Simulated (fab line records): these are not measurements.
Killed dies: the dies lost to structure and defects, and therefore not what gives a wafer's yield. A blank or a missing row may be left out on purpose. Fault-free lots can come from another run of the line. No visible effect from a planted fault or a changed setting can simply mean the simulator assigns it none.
Split-lot experiment	flow n5-finfet	7 lots, 21 wafers read, on a route of 1938 steps

## ON THE SPLIT
At N5_BEOL_M13_COAT_04 (resist thk 400 nm), the setting spin-rpm was moved away from the recipe's 1625 rpm on 4 of the 21 wafers read, by -7.8% to +9.8%. The other wafers ran this setting at the recipe's value.

The reading comes from the split's own step.

## THE READING
coat_of_BEOL_M13_COAT_04.thk-nm (the simulator's own value, which no gauge read), in nm, at N5_BEOL_M13_COAT_04 (resist thk 400 nm). There is no usual value for it anywhere in the file. Across the 17 wafers here that went through the recipe, the average is 400.1 nm and the standard deviation 1.2 nm.

wafer	tool, chamber at the split	spin-rpm as run, rpm	against the recipe	coat_of_BEOL_M13_COAT_04.thk-nm, nm	against lot-mates on the recipe
L076.1	litho-track-05, 0	1625	recipe	402	-
L076.4	litho-track-05, 0	1499	-7.8%	418.8	+16.8
L076.5	litho-track-05, 0	1499	-7.8%	418	+16.0
L085.1	litho-track-02, 0	1625	recipe	399.8	-
L085.5	litho-track-02, 0	1625	recipe	399.8	-
L085.3	litho-track-02, 0	1625	recipe	400	-
L084.1	litho-track-02, 0	1625	recipe	401.2	-
L084.4	litho-track-02, 0	1625	recipe	400.6	-
L084.5	litho-track-02, 0	1625	recipe	400.4	-
L086.2	litho-track-05, 0	1625	recipe	398.6	-
L086.4	litho-track-05, 0	1625	recipe	398.6	-
L086.5	litho-track-05, 0	1784	+9.8%	380.2	-18.4
L088.1	litho-track-02, 0	1528	-6.0%	411.2	+12.3
L088.4	litho-track-02, 0	1625	recipe	398.2	-
L088.6	litho-track-02, 0	1625	recipe	399.6	-
L089.2	litho-track-02, 0	1625	recipe	401.4	-
L089.3	litho-track-02, 0	1625	recipe	402.2	-
L089.6	litho-track-02, 0	1625	recipe	401	-
L091.1	litho-track-04, 0	1625	recipe	399.4	-
L091.4	litho-track-04, 0	1625	recipe	399.2	-
L091.6	litho-track-04, 0	1625	recipe	399	-

FIT RESULTS
A straight line over all 21 wafers: coat_of_BEOL_M13_COAT_04.thk-nm changes by -2.16 nm for each +1% of spin-rpm; r = -0.99; the points scatter about the line by 1.3 nm.
The same after taking each lot's own level away (the mean of its wafers on the recipe; 21 wafers): -2.01 nm for each +1%; r = -1.00; scatter 0.51 nm.
That fit puts the effect of the largest move of spin-rpm on the reading at 20 nm.
The span of the lots' own levels, 398.60 to 402.00 nm, comes to 2.9 times the standard deviation stated above.
Hence the lot-to-lot level has little effect on the slope; both slopes agree.
Check: -20.6 nm against its lot-mates is what the line predicts for one of the wafers moved furthest among these (+9.8%) when that wafer is left out of the fit. It came out at -18.4 nm against them.

## OTHER SPLITS ON THESE WAFERS
Other splits were also applied to these wafers ahead of the reading. Each is held against what the fit with the lots' levels taken away leaves over:
other split on the same wafers	wafers away from the commonest value	r with coat_of_BEOL_M13_COAT_04.thk-nm (lot level and that fit taken away)
N5_BEOL_M10_VIA_ETCH_34 time-s	7	+0.02
N5_BEOL_M10_TRENCH_ETCH_37 bias-w	11	-0.03
N5_BEOL_M11_COAT_05 spin-rpm	8	+0.18
N5_BEOL_M11_EXPOSE_08 dose-mj	6	+0.00

## FILE'S OWN FIT
coat_of_BEOL_M13_COAT_04.thk-nm changes by -1.99 nm for each +1% of spin-rpm, r = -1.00.
